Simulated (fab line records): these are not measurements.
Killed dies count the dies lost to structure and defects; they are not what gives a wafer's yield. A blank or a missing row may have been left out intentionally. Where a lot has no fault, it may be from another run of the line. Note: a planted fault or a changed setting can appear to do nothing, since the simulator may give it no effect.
Matching of chambers ; flow n5 finfet ; 4 sister chambers for N5_BEOL_M7_ETCH_66 on rie diel-06
The step etches SOC in N2/H2, target depth 80 nm, overetch 16 nm, time 120 s. 20 wafers are shown with their chamber, then 10 later ones without.

== EACH WAFER AND ITS CHAMBER ==
wafer;chamber;drypump motor current A (A);showerhead plenum p Torr (Torr);throttle valve pct (%)
L075.1;2;5.6;2.45;18.11
L075.3;1;6.2;2.69;17.54
L075.4;3;4.8;2.50;17.62
L078.1;3;4.8;2.50;17.61
L078.3;1;6.3;2.69;17.55
L078.4;0;5.0;2.53;18.45
L080.1;3;4.8;2.49;17.61
L080.3;0;5.0;2.53;18.47
L080.6;2;5.6;2.45;18.14
L082.1;0;5.0;2.53;18.45
L082.5;3;4.8;2.49;17.63
L082.6;2;5.6;2.45;18.12
L085.1;2;5.6;2.44;18.15
L085.3;3;4.8;2.49;17.66
L085.5;1;6.3;2.68;17.59
L090.1;1;6.3;2.68;17.60
L090.5;2;5.7;2.44;18.17
L090.6;3;4.8;2.49;17.66
L092.1;2;5.6;2.44;18.18
L092.3;1;6.3;2.67;17.60

SIGNATURES (means of the wafers above)
reading;chamber 0;chamber 1;chamber 2;chamber 3;scatter within a chamber
drypump motor current A;5.000;6.280;5.617;4.800;0.032
showerhead plenum p Torr;2.5300;2.6820;2.4450;2.4933;0.00593
throttle valve pct;18.4567;17.5760;18.1450;17.6317;0.025
Rule: for a wafer and a chamber, the distance is found by dividing, reading by reading, the gap between the wafer's reading and the chamber's mean by the reading's scatter, squaring, summing and taking the root. If the next closest chamber is less than 2 further off than the closest, the wafer can't be placed; otherwise it belongs to the closest. The scatter: the root of (the sum of the squares of (reading less its chamber's mean) over the shown wafers, divided by (wafers less chambers)).

== WAFERS WITH NO CHAMBER GIVEN ==
wafer;drypump motor current A (A);showerhead plenum p Torr (Torr);throttle valve pct (%)
L092.4;5.1;2.52;18.10
L095.3;6.3;2.67;17.62
L095.4;5.6;2.43;18.18
L095.6;5.6;2.44;18.17
L091.1;6.3;2.67;17.61
L091.5;5.6;2.44;18.18
L091.6;6.3;2.67;17.61
L094.2;5.7;2.43;18.19
L094.4;4.8;2.48;17.67
L094.6;6.3;2.67;17.62

== WHICH CHAMBER EACH WENT THROUGH ==
wafer;from the rows above;in truth
L092.4;0;0
L095.3;1;1
L095.4;2;2
L095.6;2;2
L091.1;1;1
L091.5;2;2
L091.6;1;1
L094.2;2;2
L094.4;3;3
L094.6;1;1
Correctly placed: 10 of 10. Number that these rows cannot place: 0. Number placed wrongly: 0.
